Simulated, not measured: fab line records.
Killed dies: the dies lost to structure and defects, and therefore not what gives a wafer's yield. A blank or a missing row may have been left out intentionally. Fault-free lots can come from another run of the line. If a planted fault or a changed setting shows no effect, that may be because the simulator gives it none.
Which tool is to blame? -- flow nand-harc -- at 1 step of a route of 1302, 6 lots with 18 wafers sampled

== WHAT THE GAUGES READ, wafer by wafer ==
NHARC_A_M1_INSPECT_27.
lot,measured,on,raw-defect-count
L916,day 23 15:22,defect-inspect-01,378 484 490
L917,day 24 07:04,defect-inspect-01,445 341 425
L918,day 24 13:38,defect-inspect-02,528 522 730
L928,day 28 23:40,defect-inspect-02,327 523 347
L932,day 30 19:47,defect-inspect-02,476 511 411
L936,day 32 10:44,defect-inspect-01,543 434 542

== WHICH TOOL RAN EACH LOT (tool, then ch and the chambers of the sampled wafers, then the start) ==
No process step before these readings appears in the record.

== THE ANSWER, worked out from the rows above alone ==
Rule: what is usual is taken from the lots themselves. Put in order of their means at a reading, lots are off if they are a third of the lots or fewer, leave a main group of 4 or more, and stand apart from it by a gap of 3 or more times the standard deviation of the main group's means; of several such gaps the widest counts. If all means in a main group match to the digits the tables above print for the reading, that group is not used. Also off: a lot with no number at a reading for which 4 or more lots have one. All remaining lots with rows at the step are treated as sound.
None of the lots is off at any reading shown; this tells nothing.

== WHAT THE SIMULATOR PUT IN ==
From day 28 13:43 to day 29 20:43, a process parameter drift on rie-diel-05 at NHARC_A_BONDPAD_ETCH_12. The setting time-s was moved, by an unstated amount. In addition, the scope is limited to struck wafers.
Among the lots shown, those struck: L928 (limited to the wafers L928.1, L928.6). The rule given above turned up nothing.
